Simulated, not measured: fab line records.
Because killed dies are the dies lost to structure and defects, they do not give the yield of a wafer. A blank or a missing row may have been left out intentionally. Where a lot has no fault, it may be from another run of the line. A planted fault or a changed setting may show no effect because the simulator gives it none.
Chamber matching + flow nandHarc + NHARC_A_DECK1_JOINT_CMP_02 on cmp-02: 4 sister chambers
The step polishes SiOx. 8 wafers are shown with their chamber, then 11 later ones without.

== WAFERS WITH THEIR CHAMBER ==
| wafer  | chamber | motorCurrentA (A) |
|--------|---------|-------------------|
| L082.6 | 0       | 12.9              |
| L083.1 | 3       | 11.3              |
| L084.1 | 1       | 12.0              |
| L084.6 | 2       | 11.4              |
| L090.1 | 2       | 11.4              |
| L090.2 | 1       | 11.6              |
| L090.3 | 0       | 12.9              |
| L091.1 | 3       | 11.2              |

== WAFERS WITHOUT THEIR CHAMBER ==
| wafer  | motorCurrentA (A) |
|--------|-------------------|
| L091.5 | 11.2              |
| L091.6 | 11.4              |
| L094.1 | 11.8              |
| L094.3 | 13.1              |
| L094.4 | 11.1              |
| L096.1 | 12.4              |
| L096.4 | 11.1              |
| L096.6 | 11.7              |
| L097.1 | 12.2              |
| L097.2 | 10.4              |
| L097.5 | 11.7              |

== WHICH CHAMBER EACH WENT THROUGH ==
| wafer  | from the rows above     | in truth                   |
|--------|-------------------------|----------------------------|
| L091.5 | can't be placed: 3 or 2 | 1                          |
| L091.6 | can't be placed: 2 or 3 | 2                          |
| L094.1 | 1                       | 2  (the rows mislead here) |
| L094.3 | 0                       | 0                          |
| L094.4 | can't be placed: 3 or 2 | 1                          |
| L096.1 | can't be placed: 0 or 1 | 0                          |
| L096.4 | can't be placed: 3 or 2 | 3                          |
| L096.6 | can't be placed: 1 or 2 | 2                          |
| L097.1 | 1                       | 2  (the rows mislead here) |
| L097.2 | can't be placed: 3 or 2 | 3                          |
| L097.5 | can't be placed: 1 or 2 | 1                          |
Placed correctly: 1 of 11. Can't be placed from these rows: 8 (the true chamber is among the candidates in 6). 2 placed wrongly.
How it was worked out, from the rows above alone: a wafer's distance from a chamber is the root of the sum, over the readings, of the square of ((its reading less the chamber's mean) divided by the reading's scatter). If the next closest chamber is less than 2 further off than the closest, the wafer can't be placed; otherwise it belongs to the closest. For every chamber, the mean is computed from those of its wafers that are shown. The scatter: take each reading less its chamber's mean, square it, sum over the shown wafers, divide by the number of wafers less the number of chambers, and take the root.
